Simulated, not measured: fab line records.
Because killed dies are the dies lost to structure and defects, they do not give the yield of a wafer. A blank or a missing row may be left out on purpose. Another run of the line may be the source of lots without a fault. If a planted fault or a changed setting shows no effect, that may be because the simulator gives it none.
Matching of chambers    flow n5_finfet    N5_PASSIVATION_STRIP_34 on rie_diel-05 has 4 sister chambers
The step strips in O2. 8 wafers are shown with their chamber, then 7 later ones without.

## WAFERS, EACH WITH ITS CHAMBER
wafer   chamber  drypump_motor_current_A (A)  showerhead_plenum_p_Torr (Torr)
L259.4  3        6.5                          2.16
L266.4  2        5.7                          2.13
L266.6  1        5.4                          2.22
L267.1  1        5.4                          2.22
L267.2  3        6.6                          2.15
L267.6  2        5.7                          2.13
L272.3  0        6.3                          2.12
L272.5  0        6.3                          2.12

## WAFERS MISSING THEIR CHAMBER
wafer   drypump_motor_current_A (A)  showerhead_plenum_p_Torr (Torr)
L272.6  5.4                          2.22
L276.1  6.3                          2.11
L276.5  5.7                          2.12
L276.6  6.3                          2.11
L278.3  5.8                          2.12
L278.4  5.4                          2.21
L278.6  6.3                          2.11

## WHICH CHAMBER EACH ONE RAN IN
wafer   from the rows above  in truth
L272.6  1                    1
L276.1  0                    0
L276.5  2                    2
L276.6  0                    0
L278.3  2                    2
L278.4  1                    1
L278.6  0                    0
Placed correctly: 7 of 7. Number that these rows cannot place: 0. Number placed wrongly: 0.
How it was worked out, from the rows above alone: a wafer's distance from a chamber is the root of the sum, over the readings, of the square of ((its reading less the chamber's mean) divided by the reading's scatter). The wafer belongs to the nearest chamber; if the next one is less than 2 further off, it can't be placed. Each chamber's mean is taken over the wafers shown for it. The scatter: take each reading less its chamber's mean, square it, sum over the shown wafers, divide by the number of wafers less the number of chambers, and take the root.
